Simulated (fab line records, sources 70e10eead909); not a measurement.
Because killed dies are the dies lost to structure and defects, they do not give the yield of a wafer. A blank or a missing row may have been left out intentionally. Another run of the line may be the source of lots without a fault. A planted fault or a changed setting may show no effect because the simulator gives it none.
Which tool did it? :: flow nand-harc :: 12 lots, 36 wafers sampled, at 5 steps of a route of 1302

## WHAT THE GAUGES SHOWED, per wafer
NHARC_END_SORT_01. Usual: killed-at-array 59, standard deviation 17; killed-at-other 0.7, standard deviation 0.9; killed-at-periphery 3.6, standard deviation 2.3; killed-dies 63, standard deviation 18; killed-open 3.4, standard deviation 1.9; killed-short 2.6, standard deviation 1.7.
lot: L675
measured: day 28 04:59
on: prober-02
killed-at-array: 673 671 673
killed-at-other: 1 3 1
killed-at-periphery: 3 3 3
killed-dies: 677 677 677
killed-open: 2 5 3
killed-short: 1 3 2
flag: OFF

lot: L677
measured: day 29 12:18
on: prober-01
killed-at-array: 673 673 677
killed-at-other: 0 0 0
killed-at-periphery: 4 4 0
killed-dies: 677 677 677
killed-open: 3 5 2
killed-short: 3 4 4
flag: OFF

lot: L679
measured: day 29 20:34
on: prober-02
killed-at-array: 70 79 71
killed-at-other: 0 1 0
killed-at-periphery: 3 7 9
killed-dies: 73 87 80
killed-open: 5 5 3
killed-short: 2 2 5
flag: 

lot: L678
measured: day 29 19:17
on: prober-01
killed-at-array: 71 62 55
killed-at-other: 1 0 0
killed-at-periphery: 4 8 4
killed-dies: 76 70 59
killed-open: 3 4 2
killed-short: 1 5 2
flag: 

lot: L686
measured: day 33 16:14
on: prober-02
killed-at-array: 37 31 33
killed-at-other: 1 2 3
killed-at-periphery: 2 1 1
killed-dies: 40 34 37
killed-open: 2 5 4
killed-short: 6 3 1
flag: 

lot: L688
measured: day 33 23:11
on: prober-01
killed-at-array: 29 32 35
killed-at-other: 3 2 1
killed-at-periphery: 4 4 3
killed-dies: 36 38 39
killed-open: 7 7 1
killed-short: 2 2 3
flag: 

## TOOL THAT RAN EACH LOT (tool first, then ch and the chambers of the sampled wafers, then the start)
lot: L667
NHARC_A_STAIRCASE_ETCH_27: rie-diel-01 ch 0,2,3, day 16 00:55 or earlier
NHARC_A_STAIRCASE_STRIP_175: plasma-asher-01 ch 0, day 16 00:55
NHARC_A_STAIRCASE_DESCUM_186: rie-diel-06 ch 0,1,2, day 16 02:15
NHARC_A_STAIRCASE_ETCH_188: rie-diel-06 ch 0,3, day 16 02:35

lot: L670
NHARC_A_STAIRCASE_ETCH_27: rie-diel-09 ch 1,3, day 17 02:02 or earlier
NHARC_A_STAIRCASE_STRIP_175: plasma-asher-01 ch 0,1, day 17 02:02
NHARC_A_STAIRCASE_DESCUM_186: rie-diel-06 ch 1,2,3, day 17 03:26
NHARC_A_STAIRCASE_ETCH_188: rie-diel-06 ch 0,1,2, day 17 03:51

lot: L669
NHARC_A_STAIRCASE_ETCH_27: rie-diel-06 ch 0,1,3, day 17 05:19 or earlier
NHARC_A_STAIRCASE_STRIP_175: plasma-asher-02 ch 0,1, day 17 05:19
NHARC_A_STAIRCASE_DESCUM_186: rie-diel-06 ch 0,2,3, day 17 06:44
NHARC_A_STAIRCASE_ETCH_188: rie-diel-06 ch 1,2,3, day 17 07:11

lot: L672
NHARC_A_STAIRCASE_ETCH_27: rie-diel-01 ch 0,1, day 18 17:24 or earlier
NHARC_A_STAIRCASE_STRIP_175: plasma-asher-02 ch 0,1, day 18 17:24
NHARC_A_STAIRCASE_DESCUM_186: rie-diel-06 ch 0,1, day 18 18:46
NHARC_A_STAIRCASE_ETCH_188: rie-diel-06 ch 0,2,3, day 18 19:01

lot: L673
NHARC_A_STAIRCASE_ETCH_27: rie-diel-01 ch 1,2,3, day 18 22:09 or earlier
NHARC_A_STAIRCASE_STRIP_175: plasma-asher-01 ch 0, day 18 22:09
NHARC_A_STAIRCASE_DESCUM_186: rie-diel-01 ch 0,2,3, day 18 23:32
NHARC_A_STAIRCASE_ETCH_188: rie-diel-01 ch 0,1,3, day 18 23:47

lot: L675
NHARC_A_STAIRCASE_ETCH_27: rie-diel-06 ch 0,1,3, day 19 18:25 or earlier
NHARC_A_STAIRCASE_STRIP_175: plasma-asher-02 ch 0,1, day 19 18:25
NHARC_A_STAIRCASE_DESCUM_186: rie-diel-06 ch 1,2, day 19 19:53
NHARC_A_STAIRCASE_ETCH_188: rie-diel-06 ch 0,1,2, day 19 20:08

lot: L677
NHARC_A_STAIRCASE_ETCH_27: rie-diel-01 ch 0,1,2, day 20 06:38 or earlier
NHARC_A_STAIRCASE_STRIP_175: plasma-asher-01 ch 0,1, day 20 06:38
NHARC_A_STAIRCASE_DESCUM_186: rie-diel-06 ch 0,3, day 20 08:03
NHARC_A_STAIRCASE_ETCH_188: rie-diel-06 ch 0,2,3, day 20 08:18

lot: L679
NHARC_A_STAIRCASE_ETCH_27: rie-diel-06 ch 0,1,2, day 20 20:37 or earlier
NHARC_A_STAIRCASE_STRIP_175: plasma-asher-01 ch 0,1, day 20 20:37
NHARC_A_STAIRCASE_DESCUM_186: rie-diel-01 ch 0,2,3, day 20 21:58
NHARC_A_STAIRCASE_ETCH_188: rie-diel-01 ch 0,1,3, day 20 22:13

lot: L678
NHARC_A_STAIRCASE_ETCH_27: rie-diel-09 ch 0,1,2, day 20 20:41 or earlier
NHARC_A_STAIRCASE_STRIP_175: plasma-asher-02 ch 0,1, day 20 20:41
NHARC_A_STAIRCASE_DESCUM_186: rie-diel-06 ch 2,3, day 20 22:12
NHARC_A_STAIRCASE_ETCH_188: rie-diel-06 ch 1,2, day 20 22:27

lot: L685
NHARC_A_STAIRCASE_ETCH_27: rie-diel-01 ch 0,1,3, day 23 18:18 or earlier
NHARC_A_STAIRCASE_STRIP_175: plasma-asher-02 ch 0,1, day 23 18:18
NHARC_A_STAIRCASE_DESCUM_186: rie-diel-06 ch 0,2,3, day 23 19:55
NHARC_A_STAIRCASE_ETCH_188: rie-diel-06 ch 1,2,3, day 23 20:10

lot: L686
NHARC_A_STAIRCASE_ETCH_27: rie-diel-01 ch 0,1,2, day 24 18:01 or earlier
NHARC_A_STAIRCASE_STRIP_175: plasma-asher-01 ch 0,1, day 24 18:01
NHARC_A_STAIRCASE_DESCUM_186: rie-diel-06 ch 0,2,3, day 24 19:30
NHARC_A_STAIRCASE_ETCH_188: rie-diel-06 ch 0,1,3, day 24 19:44

lot: L688
NHARC_A_STAIRCASE_ETCH_27: rie-diel-01 ch 0,1,2, day 24 23:48 or earlier
NHARC_A_STAIRCASE_STRIP_175: plasma-asher-01 ch 0,1, day 24 23:48
NHARC_A_STAIRCASE_DESCUM_186: rie-diel-06 ch 0,1,2, day 25 01:13
NHARC_A_STAIRCASE_ETCH_188: rie-diel-06 ch 2,3, day 25 01:27
- NHARC_A_STAIRCASE_ETCH_27: etches the open film in C4F8/O2, target depth 100 nm, time 40.5 s.
- NHARC_A_STAIRCASE_STRIP_175: strips in O2.
- NHARC_A_STAIRCASE_DESCUM_186: chemistry O2, time 3 s.
- NHARC_A_STAIRCASE_ETCH_188: etches the open film in C4F8/O2, target depth 100 nm, time 40.5 s.

## WHAT THE TOOLS THEMSELVES READ (means of the sampled wafers that have a number; where no wafer has one, the mark that the record gives instead)
NHARC_A_STAIRCASE_ETCH_27. Usual: bias-w 1000 W, standard deviation 3.1; chamber-pressure-mTorr 25.001 mTorr, standard deviation 0.022; oes-product-au 0.941 a.u., standard deviation 0.0091; rf-vpp-V 893 V, standard deviation 4.
lot: L667
tool: rie-diel-01
bias-w (W): 1000
chamber-pressure-mTorr (mTorr): 24.995
oes-product-au (a.u.): 0.940
rf-vpp-V (V): 891
flag: 

lot: L670
tool: rie-diel-09
bias-w (W): 997
chamber-pressure-mTorr (mTorr): 25.014
oes-product-au (a.u.): 0.933
rf-vpp-V (V): 893
flag: 

lot: L669
tool: rie-diel-06
bias-w (W): 1001
chamber-pressure-mTorr (mTorr): 25.009
oes-product-au (a.u.): 0.941
rf-vpp-V (V): 894
flag: 

lot: L672
tool: rie-diel-01
bias-w (W): 999
chamber-pressure-mTorr (mTorr): 24.996
oes-product-au (a.u.): 0.958
rf-vpp-V (V): 897
flag: 

lot: L673
tool: rie-diel-01
bias-w (W): 999
chamber-pressure-mTorr (mTorr): 25.010
oes-product-au (a.u.): 0.947
rf-vpp-V (V): 892
flag: 

lot: L675
tool: rie-diel-06
bias-w (W): 1001
chamber-pressure-mTorr (mTorr): 25.002
oes-product-au (a.u.): 0.950
rf-vpp-V (V): 894
flag: 

lot: L677
tool: rie-diel-01
bias-w (W): 1002
chamber-pressure-mTorr (mTorr): 24.997
oes-product-au (a.u.): 0.940
rf-vpp-V (V): 894
flag: 

lot: L679
tool: rie-diel-06
bias-w (W): 1001
chamber-pressure-mTorr (mTorr): 25.034
oes-product-au (a.u.): 0.943
rf-vpp-V (V): 896
flag: 

lot: L678
tool: rie-diel-09
bias-w (W): 1001
chamber-pressure-mTorr (mTorr): 24.989
oes-product-au (a.u.): 0.941
rf-vpp-V (V): 892
flag: 

lot: L685
tool: rie-diel-01
bias-w (W): 1001
chamber-pressure-mTorr (mTorr): 24.995
oes-product-au (a.u.): 0.948
rf-vpp-V (V): 893
flag: 

lot: L686
tool: rie-diel-01
bias-w (W): 999
chamber-pressure-mTorr (mTorr): 24.985
oes-product-au (a.u.): 0.943
rf-vpp-V (V): 892
flag: 

lot: L688
tool: rie-diel-01
bias-w (W): 998
chamber-pressure-mTorr (mTorr): 24.995
oes-product-au (a.u.): 0.945
rf-vpp-V (V): 893
flag: 

NHARC_A_STAIRCASE_STRIP_175. Usual: drypump-motor-current-A 6.0 A, standard deviation 0.43; heater-power-w 308 W, standard deviation 27.
lot: L667
tool: plasma-asher-01
drypump-motor-current-A (A): 5.7
heater-power-w (W): 312
flag: 

lot: L670
tool: plasma-asher-01
drypump-motor-current-A (A): 5.5
heater-power-w (W): 282
flag: 

lot: L669
tool: plasma-asher-02
drypump-motor-current-A (A): 6.4
heater-power-w (W): 327
flag: 

lot: L672
tool: plasma-asher-02
drypump-motor-current-A (A): 6.4
heater-power-w (W): 314
flag: 

lot: L673
tool: plasma-asher-01
drypump-motor-current-A (A): 5.7
heater-power-w (W): 314
flag: 

lot: L675
tool: plasma-asher-02
drypump-motor-current-A (A): 6.4
heater-power-w (W): 324
flag: 

lot: L677
tool: plasma-asher-01
drypump-motor-current-A (A): 5.6
heater-power-w (W): 282
flag: 

lot: L679
tool: plasma-asher-01
drypump-motor-current-A (A): 5.6
heater-power-w (W): 302
flag: 

lot: L678
tool: plasma-asher-02
drypump-motor-current-A (A): 6.4
heater-power-w (W): 314
flag: 

lot: L685
tool: plasma-asher-02
drypump-motor-current-A (A): 6.5
heater-power-w (W): 331
flag: 

lot: L686
tool: plasma-asher-01
drypump-motor-current-A (A): 5.6
heater-power-w (W): 303
flag: 

lot: L688
tool: plasma-asher-01
drypump-motor-current-A (A): 5.5
heater-power-w (W): 280
flag: 

NHARC_A_STAIRCASE_DESCUM_186. Usual: chamber-pressure-mTorr 59.99 mTorr (standard deviation 0.054); drypump-motor-current-A 5.6 A (standard deviation 0.4); o2-flow-sccm 199.9 sccm (standard deviation 0.6); oes-product-au 1.002 a.u. (standard deviation 0.0072); rf-vpp-V 57.8 V (standard deviation 0.88); showerhead-plenum-p-Torr 1.88 Torr (standard deviation 0.059); throttle-valve-pct 11.311 % (standard deviation 0.0093).
lot: L667
tool: rie-diel-06
chamber-pressure-mTorr (mTorr): 60.00
drypump-motor-current-A (A): 5.5
o2-flow-sccm (sccm): 199.5
oes-product-au (a.u.): 1.014
rf-vpp-V (V): 57.9
showerhead-plenum-p-Torr (Torr): 1.93
throttle-valve-pct (%): 11.319
flag: 

lot: L670
tool: rie-diel-06
chamber-pressure-mTorr (mTorr): 60.00
drypump-motor-current-A (A): 5.6
o2-flow-sccm (sccm): 199.5
oes-product-au (a.u.): 0.995
rf-vpp-V (V): 58.4
showerhead-plenum-p-Torr (Torr): 1.91
throttle-valve-pct (%): 11.304
flag: 

lot: L669
tool: rie-diel-06
chamber-pressure-mTorr (mTorr): 60.00
drypump-motor-current-A (A): 5.6
o2-flow-sccm (sccm): 199.8
oes-product-au (a.u.): 1.004
rf-vpp-V (V): 57.5
showerhead-plenum-p-Torr (Torr): 1.88
throttle-valve-pct (%): 11.307
flag: 

lot: L672
tool: rie-diel-06
chamber-pressure-mTorr (mTorr): 59.98
drypump-motor-current-A (A): 5.7
o2-flow-sccm (sccm): 200.0
oes-product-au (a.u.): 1.007
rf-vpp-V (V): 57.6
showerhead-plenum-p-Torr (Torr): 1.91
throttle-valve-pct (%): 11.313
flag: 

lot: L673
tool: rie-diel-01
chamber-pressure-mTorr (mTorr): 59.97
drypump-motor-current-A (A): 5.6
o2-flow-sccm (sccm): 200.0
oes-product-au (a.u.): 1.000
rf-vpp-V (V): 57.7
showerhead-plenum-p-Torr (Torr): 1.83
throttle-valve-pct (%): 11.316
flag: 

lot: L675
tool: rie-diel-06
chamber-pressure-mTorr (mTorr): 60.06
drypump-motor-current-A (A): 5.3
o2-flow-sccm (sccm): 199.8
oes-product-au (a.u.): 1.006
rf-vpp-V (V): 57.5
showerhead-plenum-p-Torr (Torr): 1.93
throttle-valve-pct (%): 11.306
flag: 

lot: L677
tool: rie-diel-06
chamber-pressure-mTorr (mTorr): 59.95
drypump-motor-current-A (A): 5.8
o2-flow-sccm (sccm): 199.4
oes-product-au (a.u.): 1.004
rf-vpp-V (V): 56.8
showerhead-plenum-p-Torr (Torr): 1.86
throttle-valve-pct (%): 11.301
flag: 

lot: L679
tool: rie-diel-01
chamber-pressure-mTorr (mTorr): 60.01
drypump-motor-current-A (A): 5.6
o2-flow-sccm (sccm): 200.3
oes-product-au (a.u.): 0.988
rf-vpp-V (V): 57.9
showerhead-plenum-p-Torr (Torr): 1.82
throttle-valve-pct (%): 11.306
flag: 

lot: L678
tool: rie-diel-06
chamber-pressure-mTorr (mTorr): 60.01
drypump-motor-current-A (A): 5.3
o2-flow-sccm (sccm): 199.8
oes-product-au (a.u.): 0.996
rf-vpp-V (V): 58.1
showerhead-plenum-p-Torr (Torr): 1.89
throttle-valve-pct (%): 11.309
flag: 

lot: L685
tool: rie-diel-06
chamber-pressure-mTorr (mTorr): 59.98
drypump-motor-current-A (A): 5.5
o2-flow-sccm (sccm): 199.4
oes-product-au (a.u.): 1.003
rf-vpp-V (V): 57.6
showerhead-plenum-p-Torr (Torr): 1.86
throttle-valve-pct (%): 11.313
flag: 

lot: L686
tool: rie-diel-06
chamber-pressure-mTorr (mTorr): 59.96
drypump-motor-current-A (A): 5.6
o2-flow-sccm (sccm): 199.6
oes-product-au (a.u.): 1.004
rf-vpp-V (V): 58.2
showerhead-plenum-p-Torr (Torr): 1.86
throttle-valve-pct (%): 11.309
flag: 

lot: L688
tool: rie-diel-06
chamber-pressure-mTorr (mTorr): 60.00
drypump-motor-current-A (A): 5.5
o2-flow-sccm (sccm): 200.2
oes-product-au (a.u.): 1.008
rf-vpp-V (V): 58.1
showerhead-plenum-p-Torr (Torr): 1.91
throttle-valve-pct (%): 11.321
flag: 

NHARC_A_STAIRCASE_ETCH_188. Usual: bias-w 1000 W, standard deviation 3; chamber-pressure-mTorr 25.001 mTorr, standard deviation 0.024; oes-product-au 0.943 a.u., standard deviation 0.014; rf-vpp-V 894 V, standard deviation 3.9.
lot: L667
tool: rie-diel-06
bias-w (W): 1000
chamber-pressure-mTorr (mTorr): 25.000
oes-product-au (a.u.): 0.937
rf-vpp-V (V): 893
flag: 

lot: L670
tool: rie-diel-06
bias-w (W): 1003
chamber-pressure-mTorr (mTorr): 24.985
oes-product-au (a.u.): 0.929
rf-vpp-V (V): 897
flag: 

lot: L669
tool: rie-diel-06
bias-w (W): 999
chamber-pressure-mTorr (mTorr): 25.010
oes-product-au (a.u.): 0.929
rf-vpp-V (V): 895
flag: 

lot: L672
tool: rie-diel-06
bias-w (W): 1002
chamber-pressure-mTorr (mTorr): 24.999
oes-product-au (a.u.): 0.956
rf-vpp-V (V): 894
flag: 

lot: L673
tool: rie-diel-01
bias-w (W): 1004
chamber-pressure-mTorr (mTorr): 25.006
oes-product-au (a.u.): 0.936
rf-vpp-V (V): 894
flag: 

lot: L675
tool: rie-diel-06
bias-w (W): -
chamber-pressure-mTorr (mTorr): -
oes-product-au (a.u.): -
rf-vpp-V (V): -
flag: OFF

lot: L677
tool: rie-diel-06
bias-w (W): -
chamber-pressure-mTorr (mTorr): -
oes-product-au (a.u.): -
rf-vpp-V (V): -
flag: OFF

lot: L679
tool: rie-diel-01
bias-w (W): 999
chamber-pressure-mTorr (mTorr): 25.005
oes-product-au (a.u.): 0.953
rf-vpp-V (V): 894
flag: 

lot: L678
tool: rie-diel-06
bias-w (W): 1002
chamber-pressure-mTorr (mTorr): 24.994
oes-product-au (a.u.): 0.948
rf-vpp-V (V): 897
flag: 

lot: L685
tool: rie-diel-06
bias-w (W): 1001
chamber-pressure-mTorr (mTorr): 24.999
oes-product-au (a.u.): 0.960
rf-vpp-V (V): 896
flag: 

lot: L686
tool: rie-diel-06
bias-w (W): 997
chamber-pressure-mTorr (mTorr): 24.991
oes-product-au (a.u.): 0.937
rf-vpp-V (V): 894
flag: 

lot: L688
tool: rie-diel-06
bias-w (W): 1001
chamber-pressure-mTorr (mTorr): 24.971
oes-product-au (a.u.): 0.955
rf-vpp-V (V): 893
flag: 

## THE ANSWER, worked out from the rows above alone
Rule: take the mean of a lot's wafers that have a number; if it is more than 3 standard deviations from the usual mean, the lot is off. Also off: a lot with no number at a reading for which 4 or more lots have one. Any other lot the step has rows for is counted as sound. Order of review: gauges by route order, followed by the tools' own readings, for which a lot's mean as printed above is used. The first step at which some lot is off is used, and at that step the reading that is off furthest; a lot without a number counts as furthest.
Off, at NHARC_END_SORT_01 on killed-at-array: L675, L677. Neither off nor sound, because the step has no rows for them: L667, L670, L669, L672, L673, L685.
A tool fits if, at a process step before that reading, it ran every lot that is off, and no sound lot after the first of them. The gauges at NHARC_END_SORT_01 aren't tried: what is off there is off at NHARC_A_STAIRCASE_ETCH_188 too, on other tools, and a gauge's error can't cause that. Because NHARC_A_STAIRCASE_ETCH_27 lacks a start for some lots, the hours and order of its lots are taken from NHARC_A_STAIRCASE_STRIP_175. None of those tried fits.

## WHAT HAD BEEN PUT IN BY THE SIMULATOR
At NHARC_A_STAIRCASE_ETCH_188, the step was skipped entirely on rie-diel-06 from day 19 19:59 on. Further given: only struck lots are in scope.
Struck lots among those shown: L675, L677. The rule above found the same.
